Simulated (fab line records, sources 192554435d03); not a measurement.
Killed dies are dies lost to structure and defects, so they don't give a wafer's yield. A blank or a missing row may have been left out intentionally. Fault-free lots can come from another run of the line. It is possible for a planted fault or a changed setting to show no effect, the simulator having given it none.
Matching of chambers :: flow n5 finfet :: rie diel-01 running N5_BEOL_M8_STRIP_19: 4 sister chambers
The step strips in O2. 4 wafers are shown with their chamber, then 11 later ones without.

EACH WAFER AND ITS CHAMBER
wafer: L084.1
chamber: 1
drypump motor current A (A): 5.4

wafer: L086.1
chamber: 3
drypump motor current A (A): 5.7

wafer: L086.4
chamber: 2
drypump motor current A (A): 6.4

wafer: L089.4
chamber: 0
drypump motor current A (A): 6.1

WAFERS WITHOUT THEIR CHAMBER
wafer: L089.5
drypump motor current A (A): 6.4

wafer: L089.6
drypump motor current A (A): 5.7

wafer: L092.1
drypump motor current A (A): 5.3

wafer: L092.3
drypump motor current A (A): 6.4

wafer: L092.6
drypump motor current A (A): 6.1

wafer: L096.1
drypump motor current A (A): 6.1

wafer: L096.2
drypump motor current A (A): 6.4

wafer: L096.6
drypump motor current A (A): 5.3

wafer: L097.1
drypump motor current A (A): 6.1

wafer: L097.3
drypump motor current A (A): 6.4

wafer: L097.5
drypump motor current A (A): 5.3

WHICH CHAMBER EACH WENT THROUGH
wafer: L089.5
from the rows above: 2
in truth: 2

wafer: L089.6
from the rows above: 3
in truth: 3

wafer: L092.1
from the rows above: 1
in truth: 1

wafer: L092.3
from the rows above: 2
in truth: 2

wafer: L092.6
from the rows above: 0
in truth: 0

wafer: L096.1
from the rows above: 0
in truth: 0

wafer: L096.2
from the rows above: 2
in truth: 2

wafer: L096.6
from the rows above: 1
in truth: 1

wafer: L097.1
from the rows above: 0
in truth: 0

wafer: L097.3
from the rows above: 2
in truth: 2

wafer: L097.5
from the rows above: 1
in truth: 1
Correctly placed: 11 of 11. Number that these rows cannot place: 0. Wrongly placed: 0.
How it was worked out, from the rows above alone: a wafer's distance from a chamber is the root of the sum, over the readings, of the square of ((its reading less the chamber's mean) divided by the reading's scatter). If the next closest chamber is less than 2 further off than the closest, the wafer can't be placed; otherwise it belongs to the closest. For every chamber, the mean is computed from those of its wafers that are shown. The scatter: root of mean squared gap, hidden wafer to nearest shown wafer, with one shown wafer a chamber.
